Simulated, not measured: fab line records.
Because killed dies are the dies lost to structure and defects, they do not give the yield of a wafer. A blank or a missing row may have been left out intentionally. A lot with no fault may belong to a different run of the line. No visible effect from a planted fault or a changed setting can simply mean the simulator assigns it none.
A lot that was struck, set against a sound lot / flow nand_harc / 14 out of 1159 route steps
Sound: wafers L637.3, L637.5, L637.6. Struck: wafers L653.2, L653.4 (left out: L653.5, a lot-mate that was not struck); the cause follows at the end.
At each step with rows: each side's tool, then ch and its chambers, then its first start. Under that, the readings that differ: sound wafers / struck wafers / difference of the means / sigmas: that difference in standard deviations of wafers without a fault.
alike: a reading whose means differ by less than 2 such deviations, as well as words and numbers matching on both sides. not compared: withheld readings; readings where some wafer has no value; bounds like >300 that might hide an equal value; numbers whose values overlap and for which the record gives no deviation.
Wherever a step has rows on one side only, a row that says differs or no value, or a row with sigmas, the two part there. When numbers do not overlap yet have no deviation, they are printed without sigmas and do not part them. Lack of a reading on every wafer of one side parts them only where that side has two or more wafers.

first, 1 step without rows for these wafers: NHARC_A_ONON_D1_DEP_06 (target thk 1000 nm).
NHARC_A_ONON_D1_THK_MEAS_08: measures by ellipsometry.
  sound on film_metro-02 at day 7 19:45; struck on film_metro-01 at day 11 16:10
  alike: thk_nm
then NHARC_A_ONON_D1_DEP_09 (target thk 1000 nm), 1 step lacking rows for these wafers.
NHARC_A_ONON_D1_THK_MEAS_11: measures by ellipsometry.
  sound on film_metro-01 at day 7 20:19; struck on film_metro-02 at day 11 16:44
reading=thk_nm (nm); sound=981 982 983; struck=1010 1010; difference=+28; sigmas=+3
then NHARC_A_ONON_D1_DEP_12 (target thk 1000 nm), 1 step lacking rows for these wafers.
NHARC_A_ONON_D1_THK_MEAS_14: measures by ellipsometry.
  sound on film_metro-02 at day 7 20:53; struck on film_metro-01 at day 11 17:19
  alike: thk_nm
then, 2 steps without rows for these wafers: NHARC_A_ONON_D1_ANNEAL_15 (time 3600 s); NHARC_A_ONON_D1_DEP_16 (target thk 1000 nm).
NHARC_A_ONON_D1_THK_MEAS_18: measures by ellipsometry.
  sound on film_metro-01 at day 8 08:02; struck on film_metro-02 at day 12 00:26
  alike: thk_nm
then NHARC_A_ONON_D1_DEP_19 (target thk 1000 nm), 1 step lacking rows for these wafers.
NHARC_A_ONON_D1_THK_MEAS_21: measures by ellipsometry.
  sound on film_metro-01 at day 8 08:36; struck on film_metro-01 at day 12 00:59
  alike: thk_nm
NHARC_A_ONON_D1_DEP_22: target thk 1000 nm.
  sound on pecvd_onon-02 ch 0, day 8 08:46; struck on pecvd_onon-02 ch 0, day 12 01:07
  alike: n2_flow_sccm, n2o_flow_sccm
NHARC_A_ONON_D1_THK_MEAS_24: measures by ellipsometry.
  sound on film_metro-01 at day 8 09:10; struck on film_metro-01 at day 12 01:34
reading=thk_nm (nm); sound=987 987 988; struck=1036 1037; difference=+49; sigmas=+6
then NHARC_A_ONON_D1_DEP_25 (target thk 1000 nm), 1 step lacking rows for these wafers.

WHERE THEY PART
Last at NHARC_A_ONON_D1_THK_MEAS_24 as far as this record goes, first at NHARC_A_ONON_D1_THK_MEAS_11.

WHY: whatever the simulator had introduced
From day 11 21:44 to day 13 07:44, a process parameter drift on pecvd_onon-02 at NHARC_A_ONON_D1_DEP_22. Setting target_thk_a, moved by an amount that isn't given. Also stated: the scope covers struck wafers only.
